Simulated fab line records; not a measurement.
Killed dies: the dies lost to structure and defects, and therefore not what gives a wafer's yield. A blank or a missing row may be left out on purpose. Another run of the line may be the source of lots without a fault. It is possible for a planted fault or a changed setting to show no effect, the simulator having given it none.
2 desks looking at one fault -- flow nand harc -- numbers are kept per desk, each desk with only its own; the story behind them comes last

FROM THE METROLOGY DESK
What the gauges read, lot by lot, whatever tool the lot ran on: means of the sampled wafers that have a number. If a lot's mean is further than 4 standard deviations from the usual mean, the lot is out of limits and carries the mark OUT (the distance appears in the brackets).
Columns: A = cd nm at NHARC_A_BONDPAD_CD_MEAS_09, usual 500.2 nm
lot,first seen here,A
L713,day 24 03:46,499.7
L716,day 24 20:04,501.4
L714,day 25 02:38,498.2
L715,day 25 03:13,499.3
L718,day 25 06:55,499.1
L719,day 25 22:32,500.1
L721,day 26 13:43,497.9
L720,day 26 18:59,500.0
L722,day 27 11:50,500.8
L727,day 29 12:17,498.2
L729,day 30 09:05,502.1
L734,day 31 23:35,501.4
L735,day 32 23:22,502.0
Finding of this desk: none of the 13 lots has anything out of limits.

THE TOOL OWNER'S DESK: pecvd onon-02
The tool's own readings at NHARC_A_ONON_D2_DEP_03 (target thk 1000 nm): means of the sampled wafers that have a number, for each lot that ran on this tool. If a lot's mean is further than 4 standard deviations from the usual mean, the lot is out of limits and carries the mark OUT (the distance appears in the brackets).
Columns: A = n2 flow sccm at NHARC_A_ONON_D2_DEP_03, usual 2751 sccm
lot,first seen here,A
L718,day 14 09:59,2742
L721,day 15 14:02,2754
L727,day 18 14:04,2761
Finding of this desk: none of the 3 lots has anything out of limits.

ALL TOGETHER
The metrology desk saw nothing out of limits.
The tool owner's desk saw nothing out of limits.

WHAT THE SIMULATOR HAD PUT IN
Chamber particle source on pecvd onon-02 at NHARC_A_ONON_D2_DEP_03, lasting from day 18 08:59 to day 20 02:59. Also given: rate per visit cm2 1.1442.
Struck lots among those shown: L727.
